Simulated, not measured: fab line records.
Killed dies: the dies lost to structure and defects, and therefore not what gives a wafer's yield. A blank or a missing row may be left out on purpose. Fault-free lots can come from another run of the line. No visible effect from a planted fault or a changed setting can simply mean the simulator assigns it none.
A struck lot beside a sound one + flow n5 finfet + 14 steps out of a route of 1938
Sound: wafers L894.2, L894.3, L894.6. Struck: wafers L906.2, L906.3, L906.6. The cause comes at the end.
Per side, at each step with rows, come the tool, then ch with its chambers, and then its first start. Under that, the readings that differ: sound wafers + struck wafers + difference of the means + sigmas: that difference in standard deviations of wafers without a fault.
alike: readings whose means differ by less than 2 such deviations, and words and numbers that are the same on both sides. not compared: withheld readings, readings that some wafer has no value for, bounds like >300 that may hide the same value, and numbers for which the record gives no deviation and whose values overlap.
The two part at a step that has a row with sigmas, a row that says differs or no value, or rows on one side only. Non-overlapping numbers with no deviation appear without sigmas and do not part them. Lack of a reading on every wafer of one side parts them only where that side has two or more wafers.

N5_BEOL_M13_THK_MEAS_50: measures by xrf.
  sound on film metro-01 at day 11 09:53; struck on film metro-01 at day 14 21:37
  alike: M13_THK
then, 1 step without rows for these wafers: N5_BEOL_M13_PRE_CLEAN_52 (time 15 s).
N5_BEOL_M13_DEP_53: deposits SiCN from 3MS/NH3, target thk 50 nm, time 17.8 s.
  sound on pecvd-03 ch 0,1, day 11 09:57; struck on pecvd-01 ch 1,2, day 14 21:41
| reading                         | sound          | struck         | difference | sigmas |
|---------------------------------|----------------|----------------|------------|--------|
| showerhead plenum p Torr (Torr) | 4.20 4.18 4.21 | 4.12 4.10 4.12 | -0.08      | -3     |
  alike: throttle valve pct
N5_BEOL_M13_RS_MEAS_54: a four-point-probe measurement.
  sound on film metro-02 at day 11 10:01; struck on film metro-01 at day 14 21:44
  alike: M13_RS
N5_BEOL_M13_INSPECT_55: inspects for defects (darkfield).
  sound on defect inspect-02 at day 11 10:03; struck on defect inspect-01 at day 14 21:46
  alike: raw defect count
N5_BEOL_M14_ILD_DEP_00: deposits SiO2 from TEOS/O2, target thk 1119.3 nm, time 237.4 s.
  sound on pecvd-04 ch 0,2, day 11 10:05; struck on pecvd-02 ch 0,1,2, day 14 21:49
  alike: heater power w, showerhead plenum p Torr, throttle valve pct
N5_BEOL_M14_THK_MEAS_01:
  sound on film metro-02 at day 11 10:16; struck on film metro-01 at day 14 22:00
  alike: M14_ILD_THK
then, 5 steps without rows for these wafers: N5_BEOL_M14_COAT_58 (time 60 s, resist thk 89 nm); N5_BEOL_M14_COAT_04 (resist thk 800 nm); N5_BEOL_M14_EBR_06; N5_BEOL_M14_SOFTBAKE_05 (time 60 s); N5_BEOL_M14_EXPOSE_07 (exposes mask V13).
N5_BEOL_M14_PEB_08: peb time 90 s.
  struck on litho track-04, day 14 22:11; sound on litho track-01 ch 0, day 11 10:35
  no value came back on the struck wafers for chill plate temp C (C), exhaust pa (Pa), resist line temp C (C); on the sound wafers chill plate temp C (C) reads 23.07 22.97 23.00
then, 1 step without rows for these wafers: N5_BEOL_M14_DEVELOP_09 (develop time 45 s).

WHERE THEY PART
Earliest at N5_BEOL_M13_DEP_53; latest, in this record, at N5_BEOL_M14_PEB_08.

WHY: what the simulator had put in
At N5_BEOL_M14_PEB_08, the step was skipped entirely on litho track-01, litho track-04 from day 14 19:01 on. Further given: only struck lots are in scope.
